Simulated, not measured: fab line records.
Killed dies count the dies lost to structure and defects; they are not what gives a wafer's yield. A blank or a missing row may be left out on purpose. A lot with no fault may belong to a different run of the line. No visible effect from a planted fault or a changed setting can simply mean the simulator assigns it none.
Split-lot trial | flow n5_finfet | 7 lots, 39 wafers read, on a route of 1938 steps

== SPLIT DETAILS ==
At N5_DUMMY_GATE_ETCH_37 (etches SOC in N2/H2, target depth 60 nm, overetch 30 nm), the setting source_w was moved away from the recipe's 840 W on 12 of the 39 wafers read, by -5.0% to +9.8%. All remaining wafers had this setting at the recipe value.

The split's own step is where the reading is taken.

== THE READING ==
rf_vpp_V, in V, at N5_DUMMY_GATE_ETCH_37 (etches SOC in N2/H2, target depth 60 nm, overetch 30 nm). Typical for fault-free wafers on this fab line: 524.4 V, with standard deviation 3 V.

wafer  | tool, chamber at the split | source_w as run, W | against the recipe | rf_vpp_V, V | against lot-mates on the recipe
L075.3 | rie_diel-06, 3             | 840                | recipe             | 524.4       | -
L075.4 | rie_diel-06, 0             | 840                | recipe             | 525.6       | -
L075.5 | rie_diel-06, 3             | 840                | recipe             | 523.4       | -
L077.1 | rie_diel-06, 1             | 840                | recipe             | 526.3       | -
L077.2 | rie_diel-06, 3             | 840                | recipe             | 525.9       | -
L077.3 | rie_diel-06, 0             | 840                | recipe             | 526.9       | -
L077.4 | rie_diel-06, 2             | 840                | recipe             | 523.8       | -
L077.5 | rie_diel-06, 3             | 840                | recipe             | 525.5       | -
L077.6 | rie_diel-06, 0             | 840                | recipe             | 524.9       | -
L081.1 | rie_diel-03, 0             | 840                | recipe             | 519.3       | -
L081.2 | rie_diel-03, 2             | 840                | recipe             | 520.8       | -
L081.3 | rie_diel-03, 3             | 840                | recipe             | 520.1       | -
L081.4 | rie_diel-03, 1             | 840                | recipe             | 526.5       | -
L081.5 | rie_diel-03, 1             | 840                | recipe             | 526.7       | -
L081.6 | rie_diel-03, 0             | 840                | recipe             | 520.7       | -
L084.1 | rie_diel-06, 2             | 840                | recipe             | 521.9       | -
L084.2 | rie_diel-06, 3             | 899.7              | +7.1%              | 512.1       | -11.4
L084.3 | rie_diel-06, 1             | 840                | recipe             | 526.6       | -
L084.4 | rie_diel-06, 2             | 840                | recipe             | 522.0       | -
L084.5 | rie_diel-06, 3             | 899.7              | +7.1%              | 510.0       | -13.5
L084.6 | rie_diel-06, 1             | 899.7              | +7.1%              | 514.5       | -9.0
L085.1 | rie_diel-04, 0             | 840                | recipe             | 523.9       | -
L085.2 | rie_diel-04, 2             | 840                | recipe             | 527.3       | -
L085.3 | rie_diel-04, 3             | 922                | +9.8%              | 508.2       | -17.0
L085.4 | rie_diel-04, 1             | 922                | +9.8%              | 509.1       | -16.1
L085.5 | rie_diel-04, 3             | 922                | +9.8%              | 509.6       | -15.6
L085.6 | rie_diel-04, 0             | 840                | recipe             | 524.3       | -
L087.1 | rie_diel-03, 2             | 840                | recipe             | 519.7       | -
L087.2 | rie_diel-03, 1             | 840                | recipe             | 527.2       | -
L087.3 | rie_diel-03, 3             | 895.3              | +6.6%              | 517.3       | -7.5
L087.4 | rie_diel-03, 0             | 895.3              | +6.6%              | 508.6       | -16.2
L087.5 | rie_diel-03, 0             | 895.3              | +6.6%              | 509.7       | -15.1
L087.6 | rie_diel-03, 1             | 840                | recipe             | 527.6       | -
L090.1 | rie_diel-03, 2             | 840                | recipe             | 519.1       | -
L090.2 | rie_diel-03, 3             | 840                | recipe             | 528.8       | -
L090.3 | rie_diel-03, 1             | 797.9              | -5.0%              | 535.0       | +10.1
L090.4 | rie_diel-03, 3             | 797.9              | -5.0%              | 536.6       | +11.7
L090.5 | rie_diel-03, 2             | 797.9              | -5.0%              | 530.2       | +5.3
L090.6 | rie_diel-03, 1             | 840                | recipe             | 526.8       | -

FIT RESULTS
A straight line over all 39 wafers: rf_vpp_V changes by -1.72 V for each +1% of source_w; r = -0.92; the points scatter about the line by 2.9 V.
The same after taking each lot's own level away (the mean of its wafers on the recipe; 39 wafers): -1.73 V for each +1%; r = -0.93; scatter 2.7 V.
According to that fit, moving source_w by its largest amount changes the reading by 17 V.
The span of the lots' own levels, 522.35 to 525.55 V, comes to 1.1 times the standard deviation stated above.
So the lot-to-lot level changes the slope little: the two slopes agree.
Check: for one of the wafers moved furthest among these (+9.8%), held out of the fit, the line's prediction against its lot-mates is -16.8 V. It came out at -17 V against them.
Tool readings at the split's step, against how far the setting was moved: rf_vpp_V r = -0.92.

== OTHER SPLITS APPLIED TO THESE WAFERS ==
These wafers also went through other splits before the reading. Each is held against what the fit with the lots' levels taken away leaves over:
other split on the same wafers               | wafers away from the commonest value | r with rf_vpp_V (lot level and that fit taken away)
N5_FIN_SAQP_HM_DEP_03 target_thk_a           | 15                                   | -0.07
N5_STI_FIN_REVEAL_ETCHBACK_08 target_depth_a | 15                                   | -0.08

== THE FILE'S OWN FIT ==
rf_vpp_V changes by -1.72 V for each +1% of source_w, r = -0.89.
